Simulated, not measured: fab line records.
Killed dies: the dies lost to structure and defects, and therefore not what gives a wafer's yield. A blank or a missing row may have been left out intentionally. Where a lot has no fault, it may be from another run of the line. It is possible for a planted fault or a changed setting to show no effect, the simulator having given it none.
Tool commonality check + flow n5 finfet + Sampled: 10 lots, 30 wafers

THE REASON FOR OPENING IT
Flagged at N5_PASSIVATION_CD_MEAS_10: reading cd nm, on 2 of 10 lots. Wafers without a fault read 3000.3 nm, standard deviation 1.6.
Rule: a lot gets a flag if all its wafers with a number sit over 4 standard deviations from that mean, or if no wafer of it has a number. All remaining lots are regarded as sound.

| lot  | measured     | on        | cd nm (nm), wafer by wafer | flag    |
|------|--------------|-----------|----------------------------|---------|
| L954 | day 11 20:47 | cd sem-02 | 3001.5 3002.7 3000.4       |         |
| L955 | day 12 01:40 | cd sem-01 | 2999.6 2999.4 2998.5       |         |
| L958 | day 12 07:40 | cd sem-02 | 2999.1 3001.1 3001.4       |         |
| L957 | day 12 11:13 | cd sem-03 | 2999.7 2998.3 3002.0       |         |
| L959 | day 13 21:41 | cd sem-02 | 3001.3 3002.1 3000.5       |         |
| L964 | day 14 16:44 | cd sem-03 | 3000.5 3000.7 3001.4       |         |
| L961 | day 14 16:46 | cd sem-02 | 3002.3 3000.6 3000.7       |         |
| L971 | day 16 15:10 | cd sem-03 | 3007.0 3008.0 3009.0       | FLAGGED |
| L973 | day 16 20:12 | cd sem-02 | 3012.4 3009.0 3009.7       | FLAGGED |
| L975 | day 17 00:46 | cd sem-03 | 2998.4 2998.3 2997.3       |         |
The mean of the flagged lots' numbers is 3009.2 nm, +8.9 nm from the usual (+6 standard deviations).

TOOL THAT RAN EACH LOT
The record holds 3 process steps before the reading, out of a route of 1938 steps. Each cell gives the tool, then ch followed by the chambers the sampled wafers passed through, then the start.
| lot  | flag    | N5_BEOL_M15_ETCH_59                | N5_BEOL_M15_STRIP_64                          | N5_PASSIVATION_EXPOSE_07          |
|------|---------|------------------------------------|-----------------------------------------------|-----------------------------------|
| L954 |         | rie diel-03 ch 0,1,3, day 11 10:04 | rie diel-03 ch 0,1,3, day 11 20:37 or earlier | krf scanner-01 ch 0, day 11 20:37 |
| L955 |         | rie diel-03 ch 1,2,3, day 11 14:25 | rie diel-03 ch 1,2,3, day 12 01:29 or earlier | krf scanner-02 ch 0, day 12 01:29 |
| L958 |         | rie diel-01 ch 1,2, day 11 20:04   | rie diel-01 ch 1,2, day 12 07:30 or earlier   | krf scanner-02 ch 0, day 12 07:30 |
| L957 |         | rie diel-04 ch 0,1,3, day 12 00:05 | rie diel-04 ch 0,1,3, day 12 11:03 or earlier | krf scanner-02 ch 0, day 12 11:03 |
| L959 |         | rie diel-03 ch 0,1, day 13 03:41   | rie diel-03 ch 0,1, day 13 21:31 or earlier   | krf scanner-02 ch 0, day 13 21:31 |
| L964 |         | rie diel-01 ch 2,3, day 13 22:40   | rie diel-01 ch 2,3, day 14 16:34 or earlier   | krf scanner-01 ch 0, day 14 16:34 |
| L961 |         | rie diel-04 ch 0,1,3, day 13 23:15 | rie diel-04 ch 0,1,3, day 14 16:35 or earlier | krf scanner-01 ch 0, day 14 16:35 |
| L971 | FLAGGED | rie diel-01 ch 0,2, day 16 01:08   | rie diel-01 ch 0,2, day 16 14:59 or earlier   | krf scanner-02 ch 0, day 16 14:59 |
| L973 | FLAGGED | rie diel-04 ch 1,2,3, day 16 04:07 | rie diel-04 ch 1,2,3, day 16 20:01 or earlier | krf scanner-02 ch 0, day 16 20:01 |
| L975 |         | rie diel-01 ch 0,1,2, day 16 12:26 | rie diel-01 ch 0,1,2, day 17 00:36 or earlier | krf scanner-01 ch 0, day 17 00:36 |
What is done by these steps:
- N5_BEOL_M15_ETCH_59: etches BARC in N2/H2, target depth 89 nm, overetch 26.7 nm, time 67.9 s.
- N5_BEOL_M15_STRIP_64: strips in O2.
- N5_PASSIVATION_EXPOSE_07: exposes mask TV, defocus 0 nm, target cd 3000 nm.
- N5_PASSIVATION_CD_MEAS_10: target cd 3000 nm.

FLAGGED AGAINST TOTAL, ONE TOOL AT A TIME (gauges that did the reading follow at the end)
| step                      | tool           | lots run | flagged | share of the flagged lots | sound lots run after its first flagged lot |
|---------------------------|----------------|----------|---------|---------------------------|--------------------------------------------|
| N5_BEOL_M15_ETCH_59       | rie diel-01    | 4        | 1       | some                      | 1 (L975)                                   |
| N5_BEOL_M15_ETCH_59       | rie diel-03    | 3        | 0       | none                      | -                                          |
| N5_BEOL_M15_ETCH_59       | rie diel-04    | 3        | 1       | some                      | 0                                          |
| N5_BEOL_M15_STRIP_64      | rie diel-01    | 4        | 1       | some                      | 1 (L975)                                   |
| N5_BEOL_M15_STRIP_64      | rie diel-03    | 3        | 0       | none                      | -                                          |
| N5_BEOL_M15_STRIP_64      | rie diel-04    | 3        | 1       | some                      | 0                                          |
| N5_PASSIVATION_EXPOSE_07  | krf scanner-01 | 4        | 0       | none                      | -                                          |
| N5_PASSIVATION_EXPOSE_07  | krf scanner-02 | 6        | 2       | all                       | 0                                          |
| N5_PASSIVATION_CD_MEAS_10 | cd sem-01      | 1        | 0       | none                      | -                                          |
| N5_PASSIVATION_CD_MEAS_10 | cd sem-02      | 5        | 1       | some                      | 0                                          |
| N5_PASSIVATION_CD_MEAS_10 | cd sem-03      | 4        | 1       | some                      | 1 (L975)                                   |
N5_BEOL_M15_STRIP_64: start missing for some lots; hours and lot order therefore follow N5_PASSIVATION_EXPOSE_07.

WHAT THE TABLE PERMITS
In the table, 1 row covers all flagged lots: krf scanner-02 at N5_PASSIVATION_EXPOSE_07.
- krf scanner-02 at N5_PASSIVATION_EXPOSE_07 ran 6 lots, 2 of them flagged. A fault beginning between L959 (day 13 21:31), its last sound lot, and L971 (day 16 14:59), its first flagged one, fits the data. Its own readings (exposure dose mJ cm2) fall more than 4 standard deviations out on all wafers of the flagged lots.
What remains is a single tool, krf scanner-02 at N5_PASSIVATION_EXPOSE_07.

WHAT THE SIMULATOR PUT IN
Process parameter drift: krf scanner-02, from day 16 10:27 on, at N5_PASSIVATION_EXPOSE_07. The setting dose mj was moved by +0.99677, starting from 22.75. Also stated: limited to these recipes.
Struck lots among those shown: L971, L973. The same result came from the rule above.
